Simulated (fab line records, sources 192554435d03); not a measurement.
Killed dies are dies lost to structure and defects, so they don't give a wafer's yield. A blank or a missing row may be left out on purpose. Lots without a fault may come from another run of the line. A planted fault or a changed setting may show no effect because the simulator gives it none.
fab line records | flow n5_finfet
record lots=3 wafers=9 last_day=18
route steps=1938 shown BEOL_M4@1050 PASSIVATION@1936
lots that met no fault: from a run of the same line without faults
start_h: hours from the record's first day to the start of the lot's first wafer shown | wait_h: hours since the lot's step before | " the same as in the row above | L1.1+2: a row that stands for several wafers | - no value, or no start given | * or withheld: withheld | < > ~ a bound
route shown NAME@n: a module of which the file shows steps, and the number in the route of the first | usual: mean/standard deviation of fault-free wafers | same: alike in all rows | chamber/n: place in a boat | sites: the reading at each site | _std_site: their standard deviation | _edge_site: outer sites' mean less inner sites' | radius_mm: how far each site lies from the wafer's centre | mask NAME#n: copy n | behind: the tool/chamber that last shaped the wafer | hold: why the lot was held/for how many hours/how that ended | device: the transistor (n, p or np) that didn't switch | end of line: the same wafers' tests at the end of the route | a step without rows: its recipe alone | killed: dies lost to structure and defects at the first sort, not the wafer's yield | map: a wafer's dies, x killed, . not, _ none there
set.NAME: the setting as run; set.NAME@STEP: as run at that earlier step | model.NAME: the simulator's own value behind a step, which no gauge read
lots at some steps of the route; a table a step, a row a wafer
services: from which hour (start_h, from the record's first day; less than 0 if before it) a tool's chamber was out of use, for how many hours, and why
## steps
# step N5_BEOL_M4_COAT_22
# recipe resist=CAR-EUV spin_rpm=1500 resist_thk_nm=30
# step N5_BEOL_M4_EBR_24
# recipe solvent=PGMEA ebr_width_mm=1.5
# step N5_BEOL_M4_SOFTBAKE_23
# recipe temp_c=110 time_s=60 resist=CAR-EUV
# step N5_BEOL_M4_EXPOSE_25
# recipe mask_id=V3 na=0.33 source_shape=quasar sigma_inner=0.2 sigma_outer=0.8 polarization=unpolarized defocus_nm=5 dose_mj=63
# step N5_BEOL_M4_PEB_26
# recipe peb_temp_c=100 peb_time_s=60 resist=CAR-EUV
# step N5_BEOL_M4_DEVELOP_27
# recipe develop_time_s=30 developer=TMAH resist=CAR-EUV rinse_liquid=surfactant_rinse dry=air_spin dev_temp_c=23
# step N5_BEOL_M4_DESCUM_33
# recipe chemistry=O2 time_s=7 source_power_w=50 bias_power_w=20 pressure_mtorr=20 rf_frequency_hz=2.712e+07 temp_c=40 resist=CAR-EUV o2_flow_sccm=225
# step N5_BEOL_M4_ETCH_77
# recipe chemistry=N2/H2 target=underlayer target_depth_a=65 mask_material=CAR-EUV time_s=5.2 ion_energy_ev=200 pressure_mtorr=30 source_w=840 bias_w=150 n2_flow_sccm=200 h2_flow_sccm=200 ends=cleared
# step N5_BEOL_M4_ETCH_69
# recipe chemistry=CF4 target=SiARC target_depth_a=156 mask_material=CAR-EUV time_s=26 ion_energy_ev=80 pressure_mtorr=40 source_w=545 bias_w=36 Ar_flow_sccm=100 cf4_flow_sccm=100 ends=cleared
# step N5_BEOL_M4_ALD_98
# recipe material=SiO2 target_thk_a=25 temp_c=100 ald_precursor_family=BDEAS ald_co_reactant=O2-plasma pulse_time_s=1 co_reactant_pulse_time_s=1 purge_time_s=2 co_reactant_purge_time_s=2 ald_cycles=17 pressure_torr=2
# usual heater_power_w=80/6.6 precursor_pulse_height_rel=0.999/0.019
# columns lot.wafer tool chamber start_h wait_h heater_power_w precursor_pulse_height_rel
L544.1 ald_sin-02 3 167.27 0.1 87 1.013
L544.4 " 1 " " 90 0.988
L544.6 " 2 " " 91 0.993
L558.2 ald_sin-02 0 275.44 0.2 71 1.007
L558.4 " 1 " " 88 0.995
L558.5 " 1 " " 88 0.992
L563.3 ald_sin-03 3 317.71 0.7 85 1.004
L563.4 " 0 " " 70 0.996
L563.6 " 2 " " 69 0.989
# step N5_BEOL_M4_ETCHBACK_99
# recipe chemistry=CHF3 target=SiO2 target_depth_a=50 time_s=10.4 source_w=215 bias_w=47 Ar_flow_sccm=200 CHF3_flow_sccm=12 ion_energy_ev=100 pressure_mtorr=30
# step N5_BEOL_M4_ETCH_70
# recipe chemistry=N2/H2 target=SOC target_depth_a=800 overetch_a=240 mask_material=SiARC temp_c=40 time_s=130 ion_energy_ev=200 pressure_mtorr=30 source_w=840 bias_w=150 n2_flow_sccm=200 h2_flow_sccm=200
# step N5_BEOL_M4_STRIP_71
# recipe chemistry=N2/H2 temp_c=40 n2_flow_sccm=200 h2_flow_sccm=200 rf_frequency_hz=6e+07
# step N5_BEOL_M4_STRIP_78
# recipe chemistry=N2/H2 temp_c=40 n2_flow_sccm=200 h2_flow_sccm=200 rf_frequency_hz=6e+07
# step N5_BEOL_M4_VIA_ETCH_34
# recipe chemistry=C4F6/O2 target_depth_a=694 mask_material=SOC pressure_mtorr=15 ion_energy_ev=250 taper_deg=4 time_s=65.9 source_w=350 bias_w=170 Ar_flow_sccm=300 C4F6_flow_sccm=10 O2_flow_sccm=10
# step N5_BEOL_M4_STRIP_83
# recipe chemistry=C4F6/O2 resist=SiARC rf_frequency_hz=6e+07
# step N5_BEOL_M4_STRIP_36
# recipe chemistry=N2/H2 power_w=450 temp_c=40 pressure_mtorr=20 rf_frequency_hz=6e+07 overash_fraction=0.3 bias_power_w=7 h2_frac=0.5 n2_flow_sccm=200 h2_flow_sccm=200
# step N5_BEOL_M4_TRENCH_ETCH_37
# recipe chemistry=C4F6/O2 target_depth_a=555.55 target=SiOC time_s=29.2 ion_energy_ev=250 pressure_mtorr=30 source_w=355 bias_w=185 Ar_flow_sccm=300 C4F6_flow_sccm=10 O2_flow_sccm=10
# step N5_BEOL_M4_ETCH_41
# recipe chemistry=CH3F/O2 target=SiCN target_depth_a=299 taper_deg=2 time_s=52.5 ion_energy_ev=120 mask_material=TiN pressure_mtorr=30 source_w=395 bias_w=75 Ar_flow_sccm=150 CH3F_flow_sccm=30 O2_flow_sccm=20
# step N5_BEOL_M4_STRIP_97
# recipe chemistry=N2/H2 time_s=10 power_w=450 temp_c=40 pressure_mtorr=20 rf_frequency_hz=6e+07 bias_power_w=7 n2_flow_sccm=200 h2_flow_sccm=200
# step N5_BEOL_M4_HM_STRIP_39
# recipe chemistry=peroxide_tin_strip material=TiN target_depth_a=250 temp_c=50 time_s=158
# step N5_BEOL_M4_SRD_40
# recipe time_s=30 temp_c=23 rinse_liquid=diw dry=ipa_marangoni
# step N5_BEOL_M4_PRECLEAN_42
# recipe chemistry=residue_remover time_s=60 temp_c=40
# step N5_BEOL_M4_SRD_43
# recipe time_s=30 temp_c=23 rinse_liquid=diw dry=ipa_marangoni
# step N5_BEOL_M4_DEGAS_44
# recipe ambient=vacuum temp_c=250 time_s=60
# step N5_BEOL_M4_PRE_CLEAN_45
# recipe gas=H2/He time_s=30 temp_c=250
# step N5_BEOL_M4_ALD_84
# recipe material=TaN target_thk_a=* temp_c=275 ald_precursor_family=PDMAT ald_co_reactant=NH3 pressure_torr=3 carrier_flow_sccm=1500 pulse_time_s=2 purge_time_s=3 co_reactant_purge_time_s=2 co_reactant_pulse_time_s=3 ald_cycles=30 precursor_vessel_temp_c=75 precursor_vessel_pressure_torr=26.25 precursor_vessel_carrier_sccm=1000
# step N5_BEOL_M4_SURFACE_TREAT_85
# recipe gas=Ar time_s=* ion_energy_ev=* ion_current_ma_cm2=0.5 pressure_mtorr=* ar_flow_sccm=30
# step N5_BEOL_M4_CVD_47
# recipe material=Co target_thk_a=30 temp_c=withheld precursor=CCTBA/H2 pressure_torr=30 time_s=223.8
# step N5_BEOL_M4_SPUTTER_48
# recipe material=Cu target_thk_a=45 temp_c=-20 chamber_pressure_pa=0.07 power_w=withheld time_s=8.29
# step N5_BEOL_M4_ANNEAL_49
# recipe temp_c=400 time_s=240 ambient=vacuum
# step N5_BEOL_M4_SPUTTER_79
# recipe material=Cu target_thk_a=45 temp_c=-20 chamber_pressure_pa=0.07 power_w=withheld time_s=8.29
# step N5_BEOL_M4_ANNEAL_80
# recipe temp_c=400 time_s=240 ambient=vacuum
# step N5_BEOL_M4_SPUTTER_81
# recipe material=Cu target_thk_a=45 temp_c=-20 chamber_pressure_pa=0.07 power_w=withheld time_s=8.29
# step N5_BEOL_M4_ANNEAL_82
# recipe temp_c=400 time_s=240 ambient=vacuum
# step N5_BEOL_M4_SPUTTER_86
# recipe material=Cu target_thk_a=45 temp_c=-20 chamber_pressure_pa=0.07 power_w=withheld time_s=8.29
# step N5_BEOL_M4_ANNEAL_87
# recipe temp_c=400 time_s=240 ambient=vacuum
# step N5_PASSIVATION_PROBE_49
# usual defect_limited_yield=91.6/1.4 killed_at_M0_to_M3=33/10 killed_at_M4_up=13/5.3 killed_at_contacts=13/5.9 killed_at_front_end=36/12 killed_at_other=4/3.1 killed_dies=99/16 killed_open=65/13 killed_short=32/7.3 sort_bin_5_function=4.9/0.9 sort_bin_6_memory=3.1/0.66 sort_n_pass=1081/17 sort_yield_pct=91.6/1.4
# same gross_dies=1180 killed_at_back_side=0 sort_bin_4_leakage[%]=0 sort_bin_8_speed[%]=0
# columns lot.wafer tool chamber start_h wait_h defect_limited_yield[%] killed_at_M0_to_M3 killed_at_M4_up killed_at_contacts killed_at_front_end killed_at_other killed_dies killed_open killed_short sort_bin_5_function[%] sort_bin_6_memory[%] sort_n_pass sort_yield_pct[%]
L558.2 prober-02 - 391.42 0.1 86.4 21 109 1 29 1 161 43 12 8.4 3.1 1019 86.4
# killed by level:class
L558.2 BEOL_M4:unspecified=105 STI_FIN_REVEAL:geometric_particle:open=11 FIN_SAQP:geometric_particle:open=6 BEOL_M1:geometric_particle:open=6 BEOL_M0_SAQP:geometric_particle:open=5 BEOL_M3:geometric_particle:open=4 FIN_SAQP:geometric_particle:short=3 BEOL_M2:geometric_particle:open=3
# map L558.2 (x killed, . not)
_________________......x.....________________
______________.................._____________
___________.xx.....................__________
__________.............x............_________
________.............................._______
_______................................______
______.................................._____
_____......x............x................____
____......................................___
___........................................__
___.......................x........x..x....__
__.x.......x........x......................._
__...........................x.......x......_
_........x...................................
_..........x...x..........x...........x..x...
_......x...x.....x...x...........x...........
_.................x..................x.......
_...xx..................x...................x
_.................x................xxx..x....
_.............x.........x...x......x....x....
_...x.....x...................x.x..xxxxx...xx
__...............................x.xxxxxxxx._
__.....x..x.............x.....xxxxxxxxxxxxxx_
___.........................xx.xxxxxxxxxxxx__
___........................x.xxxxxxxxxxxxxx__
____...x......................xxxxxxxxxxxx___
_____......x.................xxxxxxxxxxxx____
______.....................x.x.xxxxxxxxx_____
_______......................xxxxxxxxxx______
________............x..x.......x..xx.._______
__________x......................x.._________
___________........................__________
______________.................._____________
_________________............________________
# map L544.4 (x killed, . not)
_________________...........x________________
______________...x........x.x..._____________
___________x...........x......x....__________
__________.....x..x..x.............x_________
________.....x..............x...x....._______
_______....xx...............x..........______
______...........x...................x.._____
_____....x...............................____
____................x............x........___
___.......x...........x....................__
___....x..x...xx.x.................x.....x.__
__..x...............x....................x.._
__........x................x...x............_
_....xx.....x................................
_...............x............................
_.......................x.....x........x.....
_..xx.x................................x.....
_.x..x.x......x....x..............x.......x..
_...........x....x............x.......x......
_..x............x..........................xx
_x........................x..................
__...............................x....x....._
__............................xx............_
___........................................__
___...x...x...............x..............x.__
____x..........x.x.....x......x...........___
_____.................x........x.........____
______...x.............................._____
_______...x...x............x...........______
________..........................x..._______
__________.........x........x.....x._________
___________........................__________
______________...x..x..........._____________
_________________...x...x....________________
## services
# columns tool chamber start_h hours kind
ald_sin-03 0 163.40 1.3 repair
ald_sin-02 - 176.82 14.0 pm
ald_sin-02 0 176.82 14.0 vent_cycle
ald_sin-02 1 176.82 14.0 vent_cycle
ald_sin-02 2 176.82 14.0 vent_cycle
ald_sin-02 3 176.82 14.0 vent_cycle
ald_sin-02 0 190.82 - clean
ald_sin-02 1 190.82 - clean
ald_sin-02 2 190.82 - clean
ald_sin-02 3 190.82 - clean
ald_sin-02 3 191.22 1.4 repair
ald_sin-03 1 199.95 19.4 repair
ald_sin-02 - 243.74 6.1 pm
ald_sin-03 - 270.14 14.0 pm
ald_sin-03 0 270.14 14.0 vent_cycle
ald_sin-03 1 270.14 14.0 vent_cycle
ald_sin-03 2 270.14 14.0 vent_cycle
ald_sin-03 3 270.14 14.0 vent_cycle
ald_sin-02 - 271.91 0.9 repair
ald_sin-02 2 276.83 14.5 repair
ald_sin-03 0 284.14 - clean
ald_sin-03 1 284.14 - clean
ald_sin-03 1 286.41 4.9 repair
ald_sin-02 1 311.68 5.9 repair
## key
first_sign step=N5_PASSIVATION_PROBE_49 reading=killed_at_M4_up direction=up sigmas=18 usual=13 struck=109
effect step=N5_PASSIVATION_PROBE_49 reading=killed_dies direction=up sigmas=3.8 usual=99 struck=161
more_kills_born_at N5_BEOL_M4_ALD_98@ald_sin-02=105
met_at N5_BEOL_M4_ALD_98
struck_wafers L558.2
fault kind=chamber_particle_source tool=ald_sin-02 chamber=0 onset_h=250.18 steps=N5_BEOL_M4_ALD_98 rate_per_visit_cm2=0.91645 end_h=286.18
